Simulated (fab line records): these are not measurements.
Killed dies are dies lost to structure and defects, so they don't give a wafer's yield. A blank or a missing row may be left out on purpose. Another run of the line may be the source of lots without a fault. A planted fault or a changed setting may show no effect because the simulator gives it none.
Chamber matching || flow nandHarc || cmp-01 running NHARC_A_BONDPAD_CMP_19: 4 sister chambers
The step polishes, t overpolish 30 s, cu recess touch 16 s, target thk 169.82 nm. 14 wafers are shown with their chamber, then 7 later ones without.

== WAFERS WITH THEIR CHAMBER ==
{"wafer": "L084.2", "chamber": 2, "motorCurrentA (A)": 13.9, "overpolishRunS (s)": 29.992}
{"wafer": "L084.3", "chamber": 3, "motorCurrentA (A)": 11.1, "overpolishRunS (s)": 30.001}
{"wafer": "L084.6", "chamber": 2, "motorCurrentA (A)": 13.6, "overpolishRunS (s)": 29.998}
{"wafer": "L086.1", "chamber": 3, "motorCurrentA (A)": 10.8, "overpolishRunS (s)": 29.997}
{"wafer": "L086.4", "chamber": 0, "motorCurrentA (A)": 12.9, "overpolishRunS (s)": 30.008}
{"wafer": "L086.5", "chamber": 1, "motorCurrentA (A)": 13.9, "overpolishRunS (s)": 29.998}
{"wafer": "L089.3", "chamber": 2, "motorCurrentA (A)": 13.5, "overpolishRunS (s)": 30.002}
{"wafer": "L089.4", "chamber": 3, "motorCurrentA (A)": 11.9, "overpolishRunS (s)": 29.999}
{"wafer": "L089.5", "chamber": 2, "motorCurrentA (A)": 14.7, "overpolishRunS (s)": 29.992}
{"wafer": "L090.1", "chamber": 3, "motorCurrentA (A)": 11.7, "overpolishRunS (s)": 30.001}
{"wafer": "L090.5", "chamber": 2, "motorCurrentA (A)": 14.6, "overpolishRunS (s)": 29.991}
{"wafer": "L090.6", "chamber": 3, "motorCurrentA (A)": 11.2, "overpolishRunS (s)": 29.982}
{"wafer": "L087.2", "chamber": 2, "motorCurrentA (A)": 13.5, "overpolishRunS (s)": 30.004}
{"wafer": "L087.4", "chamber": 1, "motorCurrentA (A)": 13.2, "overpolishRunS (s)": 29.997}

SIGNATURES (means of the wafers above)
{"reading": "motorCurrentA", "chamber 0": 12.900, "chamber 1": 13.550, "chamber 2": 13.967, "chamber 3": 11.340, "scatter within a chamber": 0.507}
{"reading": "overpolishRunS", "chamber 0": 30.00800, "chamber 1": 29.99750, "chamber 2": 29.99650, "chamber 3": 29.99600, "scatter within a chamber": 0.00645}
Rule: for each reading, subtract the chamber's mean from the wafer's reading, divide by that reading's scatter and square the result; add these up over the readings and take the root, which gives the wafer's distance from the chamber. If the next closest chamber is less than 2 further off than the closest, the wafer can't be placed; otherwise it belongs to the closest. How the scatter is found: for the shown wafers, subtract from each reading the mean of its chamber, square and add these, divide the total by (wafers less chambers), then take the root.

== WAFERS WHOSE CHAMBER IS MISSING ==
{"wafer": "L087.5", "motorCurrentA (A)": 11.6, "overpolishRunS (s)": 30.001}
{"wafer": "L088.1", "motorCurrentA (A)": 14.0, "overpolishRunS (s)": 29.997}
{"wafer": "L088.5", "motorCurrentA (A)": 13.9, "overpolishRunS (s)": 29.999}
{"wafer": "L088.6", "motorCurrentA (A)": 13.1, "overpolishRunS (s)": 30.011}
{"wafer": "L096.4", "motorCurrentA (A)": 13.4, "overpolishRunS (s)": 29.999}
{"wafer": "L096.5", "motorCurrentA (A)": 13.3, "overpolishRunS (s)": 30.001}
{"wafer": "L096.6", "motorCurrentA (A)": 12.8, "overpolishRunS (s)": 30.003}

== EACH ONE'S CHAMBER ==
{"wafer": "L087.5", "from the rows above": "can't be placed: 3 or 0", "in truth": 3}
{"wafer": "L088.1", "from the rows above": "can't be placed: 2 or 1", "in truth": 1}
{"wafer": "L088.5", "from the rows above": "can't be placed: 2 or 1", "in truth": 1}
{"wafer": "L088.6", "from the rows above": "can't be placed: 0 or 1", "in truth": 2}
{"wafer": "L096.4", "from the rows above": "can't be placed: 1 or 2 or 0", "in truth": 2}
{"wafer": "L096.5", "from the rows above": "can't be placed: 1 or 0 or 2", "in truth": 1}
{"wafer": "L096.6", "from the rows above": "can't be placed: 0 or 1 or 2", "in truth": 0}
Correct placement for 0 of the 7. These rows do not allow placing 7 (true chamber among the candidates in 6). Placed wrongly: 0.
